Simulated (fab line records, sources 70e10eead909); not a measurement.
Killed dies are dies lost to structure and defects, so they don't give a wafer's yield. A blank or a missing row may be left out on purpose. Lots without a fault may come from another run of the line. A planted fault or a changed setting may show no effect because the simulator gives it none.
fab line records | flow nand_harc
record lots=5 wafers=15 last_day=34
route steps=1302 shown P_START@1 P_ZERO_WELL@2 END@1302
lots that met no fault: from a run of the same line without faults
start_h: hours from the record's first day to the start of the lot's first wafer shown | wait_h: hours since the lot's step before | " the same as in the row above | L1.1+2: a row that stands for several wafers | - no value, or no start given | * or withheld: withheld | < > ~ a bound
route shown NAME@n: a module of which the file shows steps, and the number in the route of the first | usual: mean/standard deviation of fault-free wafers | same: alike in all rows | chamber/n: place in a boat | sites: the reading at each site | _std_site: their standard deviation | _edge_site: outer sites' mean less inner sites' | radius_mm: how far each site lies from the wafer's centre | mask NAME#n: copy n | behind: the tool/chamber that last shaped the wafer | hold: why the lot was held/for how many hours/how that ended | device: the transistor (n, p or np) that didn't switch | end of line: the same wafers' tests at the end of the route | a step without rows: its recipe alone | killed: dies lost to structure and defects at the first sort, not the wafer's yield | map: a wafer's dies, x killed, . not, _ none there
set.NAME: the setting as run; set.NAME@STEP: as run at that earlier step | model.NAME: the simulator's own value behind a step, which no gauge read
lots at some steps of the route; a table a step, a row a wafer
services: from which hour (start_h, from the record's first day; less than 0 if before it) a tool's chamber was out of use, for how many hours, and why
## steps
# step NHARC_P_START_INSPECT_01
# usual raw_defect_count=3.7/1.9
# columns lot.wafer tool chamber start_h wait_h raw_defect_count
L462.1 defect_inspect-02 - 70.04 - 5
L462.4 " - " " 3
L462.5 " - " " 9
L465.1 defect_inspect-02 - 100.03 - 1
L465.4 " - " " 6
L465.5 " - " " 3
L473.3 defect_inspect-01 - 180.04 - 5
L473.4 " - " " 4
L473.6 " - " " 3
L478.2 defect_inspect-02 - 230.04 - 2
L478.3 " - " " 3
L478.6 " - " " 4
L480.1 defect_inspect-01 - 250.04 - 3
L480.2 " - " " 4
L480.4 " - " " 2
# step NHARC_P_ZERO_WELL_PRECLEAN_00
# recipe time_s=600 temp_c=120 chemistry=SPM
# step NHARC_P_ZERO_WELL_SRD_01
# step NHARC_P_ZERO_WELL_PECVD_02
# recipe target_thk_a=100 temp_c=400 pressure_torr=6.5 rf_w=withheld teos_flow_sccm=withheld flow_sccm=2650 target_thk_nm=10 gas=O2 material=SiO2
# step NHARC_P_ZERO_WELL_DEHYDRATE_03
# recipe temp_c=150 time_s=120
# step NHARC_P_ZERO_WELL_HMDS_04
# recipe time_s=30
# step NHARC_P_ZERO_WELL_COAT_64
# recipe temp_c=200 time_s=65
# step NHARC_P_ZERO_WELL_COAT_05
# recipe spin_rpm=2000 resist_thk_nm=600
# step NHARC_P_ZERO_WELL_SOFTBAKE_06
# recipe temp_c=125 time_s=70
# step NHARC_P_ZERO_WELL_EBR_07
# step NHARC_P_ZERO_WELL_EXPOSE_08
# recipe na=0.55 target_cd_nm=500 dose_mj=33.8 mask_id=P_ZERO
# step NHARC_P_ZERO_WELL_PEB_09
# recipe peb_temp_c=128 peb_time_s=80
# columns lot.wafer tool chamber start_h wait_h
L462.1+4+5 litho_track-07 0 71.16 0.1
L465.1+4+5 litho_track-02 0 101.03 0.1
L473.3+4+6 litho_track-02 0 181.04 0.1
L478.2+3+6 litho_track-03 0 231.20 0.1
L480.1+2+4 litho_track-03 0 251.16 0.1
# step NHARC_P_ZERO_WELL_DEVELOP_10
# recipe time_s=50 dev_temp_c=22
# step NHARC_P_ZERO_WELL_CD_MEAS_11
# recipe target_cd_nm=500 landing_energy_ev=500
# usual cd_nm=500.5/1.7
# same landing_energy_ev=500
# columns lot.wafer tool chamber start_h wait_h hold cd_nm
L462.1 cd_sem-03 0 71.25 - - 501.4
L462.4 " 0 " " - 499.9
L462.5 " 0 " " - 498.7
L465.1 cd_sem-02 0 101.12 - - 500.8
L465.4 " 0 " " - 501.0
L465.5 " 0 " " - 499.2
L473.3 cd_sem-01 0 181.13 - await_dispo/0.2h/release 501.2
L473.4 " 0 " " await_dispo/0.2h/release 512.3
L473.6 " 0 " " await_dispo/0.2h/release 499.7
L473.3 cd_sem-01 0 - - - 501.6
L473.4 " 0 " " - 512.1
L473.6 " 0 " " - 499.7
L478.2 cd_sem-01 0 231.29 - - 500.3
L478.3 " 0 " " - 500.1
L478.6 " 0 " " - 497.8
L480.1 cd_sem-02 0 251.25 - - 500.8
L480.2 " 0 " " - 501.1
L480.4 " 0 " " - 500.9
# step NHARC_END_SORT_01
# recipe temp_c=25
# usual killed_at_array=61/20 killed_at_other=0.9/1.1 killed_at_periphery=3.7/2.5 killed_dies=65/21 killed_open=3.3/1.8 killed_short=2.3/1.5
# same gross_dies=677
# columns lot.wafer tool chamber start_h wait_h killed_at_array killed_at_other killed_at_periphery killed_dies killed_open killed_short
L465.1 prober-01 0 639.83 2.5 100 1 4 105 2 3
L465.4 prober-01 0 642.22 3.4 82 0 6 88 2 3
L465.5 prober-01 0 643.01 3.7 85 1 7 93 1 3
# killed by level:class
L465.1 A_CHANNEL_HOLE_D1:chamber_film_flake=36 A_SLIT:chamber_film_flake=31 A_CHANNEL_HOLE_D2:chamber_film_flake=14 A_CONTACT:chamber_film_flake=5 A_STAIRCASE:chamber_film_flake=4 A_CHANNEL_FILL_D2:geometric_particle:short=2 P_M2:chamber_film_flake=2 A_CHANNEL_FILL_D1:chamber_film_flake=2
L465.4 A_CHANNEL_HOLE_D1:chamber_film_flake=32 A_SLIT:chamber_film_flake=23 A_CHANNEL_HOLE_D2:chamber_film_flake=11 A_STAIRCASE:chamber_film_flake=6 A_CONTACT:chamber_film_flake=3 P_ZERO_WELL:chamber_film_flake=2 P_STI:chamber_film_flake=2 P_GATE:chamber_film_flake=2
L465.5 A_SLIT:chamber_film_flake=33 A_CHANNEL_HOLE_D1:chamber_film_flake=29 A_CHANNEL_HOLE_D2:chamber_film_flake=13 A_STAIRCASE:chamber_film_flake=6 P_M2:chamber_film_flake=2 P_STI:geometric_particle:short=1 P_M2:geometric_particle:open=1 A_CHANNEL_HOLE_D1:geometric_particle:short=1
## services
# columns tool chamber start_h hours kind
litho_track-02 - 52.00 7.0 pm
litho_track-03 - 75.68 - consumable_replace:filter
litho_track-07 - 76.00 7.0 pm
litho_track-03 - 100.00 7.0 pm
litho_track-02 - 227.00 7.0 pm
litho_track-07 - 251.00 7.0 pm
## key
first_sign step=NHARC_P_ZERO_WELL_CD_MEAS_11 reading=visit direction=added
effect step=NHARC_P_ZERO_WELL_CD_MEAS_11 reading=cd_nm direction=up sigmas=6.9 usual=500.5 struck=512.3
met_at NHARC_P_ZERO_WELL_PEB_09
struck_wafers L473.4
tester_left_out L473
onset_between 101.03 181.04
fault kind=process_parameter_drift tool=litho_track-02 chamber=- onset_h=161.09 steps=NHARC_P_ZERO_WELL_PEB_09 channel=peb_time_s offset=* shape=step end_h=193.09 scope=struck_wafers_only acts_in=* stated=*
# tester_left_out: of these lots the tester's yield and bins aren't shown, on N5 and GAA mostly nor the transistor test; their killed dies are dies lost to structure and defects alone, not to doping, threshold or leakage, so they don't give the yield
